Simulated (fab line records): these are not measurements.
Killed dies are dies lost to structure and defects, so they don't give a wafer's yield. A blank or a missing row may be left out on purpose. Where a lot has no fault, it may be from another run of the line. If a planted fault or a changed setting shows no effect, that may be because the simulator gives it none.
Matching of chambers | flow nandHarc | NHARC_A_BLC_STRIP_21 on rieDiel-11 has 4 sister chambers
The step strips in O2. 4 wafers are shown with their chamber, then 8 later ones without.

## WAFERS PAIRED WITH THEIR CHAMBERS
wafer  | chamber | drypumpMotorCurrentA (A)
L080.6 | 0       | 4.9
L083.1 | 3       | 5.5
L083.5 | 1       | 4.7
L089.1 | 2       | 5.7

## WAFERS WITH NO CHAMBER GIVEN
wafer  | drypumpMotorCurrentA (A)
L089.2 | 4.9
L089.6 | 5.6
L090.2 | 4.9
L090.4 | 5.5
L090.6 | 5.5
L095.1 | 5.7
L095.2 | 4.9
L095.3 | 4.7

## WHICH CHAMBER EACH ONE RAN IN
wafer  | from the rows above     | in truth
L089.2 | 0                       | 0
L089.6 | can't be placed: 3 or 2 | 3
L090.2 | 0                       | 0
L090.4 | 3                       | 3
L090.6 | 3                       | 3
L095.1 | 2                       | 2
L095.2 | 0                       | 0
L095.3 | 1                       | 1
7 of 8 placed correctly. These rows do not allow placing 1 (true chamber among the candidates in 1). Placed wrongly: 0.
How it was worked out, from the rows above alone: a wafer's distance from a chamber is the root of the sum, over the readings, of the square of ((its reading less the chamber's mean) divided by the reading's scatter). If the next closest chamber is less than 2 further off than the closest, the wafer can't be placed; otherwise it belongs to the closest. For every chamber, the mean is computed from those of its wafers that are shown. The scatter (one wafer shown for each chamber): square how far every hidden wafer sits from the nearest shown wafer, average those squares and take the square root.
